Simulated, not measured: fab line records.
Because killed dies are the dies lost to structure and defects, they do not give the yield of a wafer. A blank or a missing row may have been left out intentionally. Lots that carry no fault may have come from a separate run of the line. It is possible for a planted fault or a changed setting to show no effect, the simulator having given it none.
Matching of chambers -- flow nand_harc -- NHARC_A_CHANNEL_FILL_D1_ALD_14 on ald_hk-04: 4 sister chambers
The step deposits SiO2, target thk 2.5 nm, pulse time 10 s, ald cycles 25. 20 wafers are shown with their chamber, then 10 later ones without.

## WAFERS WITH THEIR CHAMBER
wafer,chamber,heater_power_w (W),precursor_pulse_height_rel
L078.2,2,469,0.977
L078.4,1,487,1.003
L078.5,1,499,1.022
L079.2,0,590,1.020
L079.4,3,466,0.982
L079.5,1,487,0.992
L081.4,2,450,0.996
L081.5,2,439,0.980
L081.6,3,449,0.996
L083.1,2,454,1.003
L083.2,0,588,1.000
L083.6,0,602,1.000
L084.2,1,474,0.979
L084.3,3,457,0.999
L084.4,2,451,0.996
L091.1,2,453,0.983
L091.3,0,604,1.036
L091.5,0,590,1.006
L092.1,3,472,1.030
L092.2,2,457,0.968

SIGNATURES, as means of the wafers listed above
reading,chamber 0,chamber 1,chamber 2,chamber 3,scatter within a chamber
heater_power_w,594.80,486.75,453.29,461.00,9.11
precursor_pulse_height_rel,1.01240,0.99900,0.98614,1.00175,0.0161
Rule: a wafer's distance from a chamber is the root of the sum, over the readings, of the square of ((its reading less the chamber's mean) divided by the reading's scatter). If the next closest chamber is less than 2 further off than the closest, the wafer can't be placed; otherwise it belongs to the closest. How the scatter is found: for the shown wafers, subtract from each reading the mean of its chamber, square and add these, divide the total by (wafers less chambers), then take the root.

## WAFERS WITH NO CHAMBER GIVEN
wafer,heater_power_w (W),precursor_pulse_height_rel
L092.4,472,1.015
L093.1,475,1.007
L093.3,613,1.006
L093.5,467,0.987
L094.1,474,1.010
L094.4,611,1.000
L094.5,608,0.959
L095.1,450,1.014
L095.3,586,1.000
L095.4,459,1.006

## WHICH CHAMBER EACH ONE RAN IN
wafer,from the rows above,in truth
L092.4,can't be placed: 3 or 1 or 2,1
L093.1,can't be placed: 1 or 3 or 2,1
L093.3,0,0
L093.5,can't be placed: 3 or 2 or 1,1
L094.1,can't be placed: 3 or 1 or 2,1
L094.4,0,0
L094.5,0,0
L095.1,can't be placed: 3 or 2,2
L095.3,0,0
L095.4,can't be placed: 3 or 2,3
Correct placement for 4 of the 10. These rows do not allow placing 6 (true chamber among the candidates in 6). Number placed wrongly: 0.
